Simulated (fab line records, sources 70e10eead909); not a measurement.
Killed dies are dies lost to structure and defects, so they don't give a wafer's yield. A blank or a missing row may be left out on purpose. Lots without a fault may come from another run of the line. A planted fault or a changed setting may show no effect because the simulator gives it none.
Which tool did it? | flow nand_harc | 12 lots, 36 wafers sampled, at 6 steps of a route of 1159

WHAT THE GAUGES READ, wafer by wafer
NHARC_P_GATE_INSPECT_68.
lot  | measured     | on                | raw_defect_count
L526 | day 5 11:05  | defect_inspect-02 | 469 171 138
L527 | day 5 11:46  | defect_inspect-01 | 214 308 189
L528 | day 5 23:05  | defect_inspect-01 | 202 161 172
L532 | day 7 03:58  | defect_inspect-02 | 93 165 169
L533 | day 7 04:18  | defect_inspect-01 | 197 326 256
L536 | day 7 16:15  | defect_inspect-01 | 629 507 849
L535 | day 7 16:36  | defect_inspect-02 | 810 576 586
L544 | day 9 16:53  | defect_inspect-01 | 222 135 206
L545 | day 10 02:59 | defect_inspect-01 | 260 153 166
L548 | day 10 20:16 | defect_inspect-01 | 157 199 163
L547 | day 10 21:01 | defect_inspect-02 | 354 102 249
L549 | day 11 00:54 | defect_inspect-01 | 307 300 317

NHARC_END_SORT_01.
lot  | measured     | on        | killed_at_array | killed_at_other | killed_at_periphery | killed_dies | killed_open | killed_short
L536 | day 21 17:41 | prober-01 | 23 15 14        | 1 0 0           | 83 77 75            | 107 92 89   | 1 3 3       | 1 2 1
L535 | day 21 17:31 | prober-02 | 30 26 25        | 0 1 0           | 73 52 78            | 103 79 103  | 5 7 3       | 2 2 0

WHICH TOOL RAN EACH LOT (tool, then ch and the chambers of the sampled wafers, then the start)
lot  | NHARC_P_GATE_ETCH_114              | NHARC_P_GATE_STRIP_113               | NHARC_P_GATE_STRIP_95                | NHARC_P_CONTACT_DEP_30
L526 | rie_diel-03 ch 0,1,3, day 4 16:00  | plasma_asher-02 ch 0,1, day 5 08:19  | plasma_asher-02 ch 0,1, day 5 09:02  | pecvd-04 ch 0,1,2, day 5 11:10
L527 | rie_diel-03 ch 0,1,3, day 4 16:00  | plasma_asher-02 ch 0,1, day 5 09:06  | plasma_asher-02 ch 0,1, day 5 09:49  | pecvd-02 ch 0,2, day 5 12:05
L528 | rie_diel-10 ch 0,1,3, day 5 05:00  | plasma_asher-02 ch 0,1, day 5 20:31  | plasma_asher-02 ch 0,1, day 5 21:14  | pecvd-02 ch 0,1, day 5 23:11
L532 | rie_diel-03 ch 0,2,3, day 6 09:00  | plasma_asher-01 ch 0,1, day 7 01:23  | plasma_asher-01 ch 0,1, day 7 02:07  | pecvd-03 ch 0,1,2, day 7 04:02
L533 | rie_diel-11 ch 1,2,3, day 6 09:00  | plasma_asher-02 ch 0,1, day 7 01:44  | plasma_asher-02 ch 0,1, day 7 02:27  | pecvd-04 ch 0,1,2, day 7 04:24
L536 | rie_diel-03 ch 0,1,2, day 6 22:00  | plasma_asher-02 ch 0,1, day 7 13:41  | plasma_asher-02 ch 0,1, day 7 14:25  | pecvd-04 ch 0,1,2, day 7 16:19
L535 | rie_diel-03 ch 0,3, day 6 22:00    | plasma_asher-01 ch 0, day 7 13:59    | plasma_asher-01 ch 0, day 7 14:36    | pecvd-03 ch 1,2, day 7 16:45
L544 | rie_diel-10 ch 0,1,3, day 8 22:00  | plasma_asher-02 ch 0,1, day 9 14:16  | plasma_asher-02 ch 0,1, day 9 14:58  | pecvd-04 ch 0,1,2, day 9 16:57
L545 | rie_diel-10 ch 0,3, day 9 08:00    | plasma_asher-01 ch 0,1, day 9 23:51  | plasma_asher-01 ch 0,1, day 10 00:34 | pecvd-03 ch 0,2, day 10 03:16
L548 | rie_diel-10 ch 0,1, day 10 02:00   | plasma_asher-01 ch 0,1, day 10 18:03 | plasma_asher-01 ch 0,1, day 10 18:26 | pecvd-02 ch 0,1,2, day 10 20:26
L547 | rie_diel-11 ch 2,3, day 10 02:00   | plasma_asher-01 ch 0,1, day 10 18:28 | plasma_asher-01 ch 0,1, day 10 19:11 | pecvd-02 ch 0,1, day 10 21:19
L549 | rie_diel-10 ch 1,2,3, day 10 06:00 | plasma_asher-02 ch 0,1, day 10 22:28 | plasma_asher-02 ch 0,1, day 10 23:04 | pecvd-02 ch 0,1, day 11 00:58
- NHARC_P_GATE_ETCH_114: etches the open film in CF4/O2, target depth 30 nm, overetch 3 nm, time 16.5 s.
- NHARC_P_GATE_STRIP_113: strips in N2/H2, time 740 s.
- NHARC_P_GATE_STRIP_95: strips in O2.
- NHARC_P_CONTACT_DEP_30: deposits SiNx, target thk 30 nm.

WHAT THE TOOLS THEMSELVES READ (means of the sampled wafers that have a number; where no wafer has one, the mark that the record gives instead)
NHARC_P_GATE_ETCH_114.
lot  | tool        | drypump_motor_current_A (A) | oes_product_au (a.u.) | rf_vpp_V (V) | showerhead_plenum_p_Torr (Torr) | throttle_valve_pct (%)
L526 | rie_diel-03 | 5.4                         | 0.998                 | 198.3        | 1.34                            | 13.396
L527 | rie_diel-03 | 5.5                         | 1.000                 | 197.6        | 1.34                            | 13.395
L528 | rie_diel-10 | 5.4                         | 1.009                 | 198.0        | 1.30                            | 13.393
L532 | rie_diel-03 | 5.6                         | 1.002                 | 198.4        | 1.38                            | 13.396
L533 | rie_diel-11 | 5.6                         | 0.998                 | 196.7        | 1.27                            | 13.401
L536 | rie_diel-03 | 5.4                         | 1.010                 | 199.1        | 1.40                            | 13.392
L535 | rie_diel-03 | 5.7                         | 1.000                 | 199.2        | 1.38                            | 13.411
L544 | rie_diel-10 | 5.4                         | 1.022                 | 197.4        | 1.29                            | 13.395
L545 | rie_diel-10 | 5.4                         | 1.010                 | 197.6        | 1.31                            | 13.388
L548 | rie_diel-10 | 5.4                         | 1.017                 | 197.2        | 1.27                            | 13.404
L547 | rie_diel-11 | 5.8                         | 0.998                 | 196.0        | 1.26                            | 13.397
L549 | rie_diel-10 | 5.5                         | 1.021                 | 197.9        | 1.32                            | 13.392

NHARC_P_GATE_STRIP_113.
lot  | tool            | drypump_motor_current_A (A) | heater_power_w (W)
L526 | plasma_asher-02 | 5.54                        | 99
L527 | plasma_asher-02 | 5.42                        | 96
L528 | plasma_asher-02 | 5.40                        | 94
L532 | plasma_asher-01 | 5.61                        | 95
L533 | plasma_asher-02 | 5.55                        | 100
L536 | plasma_asher-02 | 5.41                        | 95
L535 | plasma_asher-01 | 5.18                        | 92
L544 | plasma_asher-02 | 5.53                        | 97
L545 | plasma_asher-01 | 5.40                        | 93
L548 | plasma_asher-01 | 5.39                        | 94
L547 | plasma_asher-01 | 5.39                        | 93
L549 | plasma_asher-02 | 5.53                        | 96

NHARC_P_GATE_STRIP_95.
lot  | tool            | drypump_motor_current_A (A) | heater_power_w (W)
L526 | plasma_asher-02 | 5.55                        | 366
L527 | plasma_asher-02 | 5.40                        | 349
L528 | plasma_asher-02 | 5.41                        | 355
L532 | plasma_asher-01 | 5.60                        | 360
L533 | plasma_asher-02 | 5.55                        | 366
L536 | plasma_asher-02 | 5.40                        | 359
L535 | plasma_asher-01 | 5.18                        | 347
L544 | plasma_asher-02 | 5.53                        | 361
L545 | plasma_asher-01 | 5.40                        | 345
L548 | plasma_asher-01 | 5.41                        | 351
L547 | plasma_asher-01 | 5.40                        | 349
L549 | plasma_asher-02 | 5.54                        | 362

NHARC_P_CONTACT_DEP_30.
lot  | tool     | heater_power_w (W)
L526 | pecvd-04 | 683
L527 | pecvd-02 | 697
L528 | pecvd-02 | 774
L532 | pecvd-03 | 712
L533 | pecvd-04 | 669
L536 | pecvd-04 | 667
L535 | pecvd-03 | 746
L544 | pecvd-04 | 660
L545 | pecvd-03 | 717
L548 | pecvd-02 | 668
L547 | pecvd-02 | 807
L549 | pecvd-02 | 801

THE ANSWER, worked out from the rows above alone
Rule: what is usual is taken from the lots themselves. Put in order of their means at a reading, lots are off if they are a third of the lots or fewer, leave a main group of 4 or more, and stand apart from it by a gap of 3 or more times the standard deviation of the main group's means; of several such gaps the widest counts. A main group whose means are all the same, to the digits that the tables above print for the reading, isn't used. A lot without any number at a reading at which 4 lots or more have one is off too. The other lots that the step has rows for count as sound. The gauges are gone through in route order, then the tools' own readings, and for those a lot's mean is taken as printed above. The first step at which some lot is off is used, and at that step the reading that is off furthest; a lot without a number counts as furthest.
Off: L536, L535, at NHARC_P_GATE_INSPECT_68 (raw_defect_count). The main group: mean 217, standard deviation 48.
A tool fits if, at a process step before that reading, it ran every lot that is off, and no sound lot after the first of them. The gauges at NHARC_P_GATE_INSPECT_68 are tried like those tools. One fits: rie_diel-03 at NHARC_P_GATE_ETCH_114. Its last sound lot is L532 (day 6 09:00), its first lot that is off L536 (day 6 22:00): a fault that began between those two fits.

WHAT THE SIMULATOR HAD PUT IN
Chamber particle source: rie_diel-03, from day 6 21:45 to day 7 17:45, at NHARC_P_GATE_ETCH_114. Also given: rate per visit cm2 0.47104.
Lots struck among those shown: L536, L535. The rule above found the same.
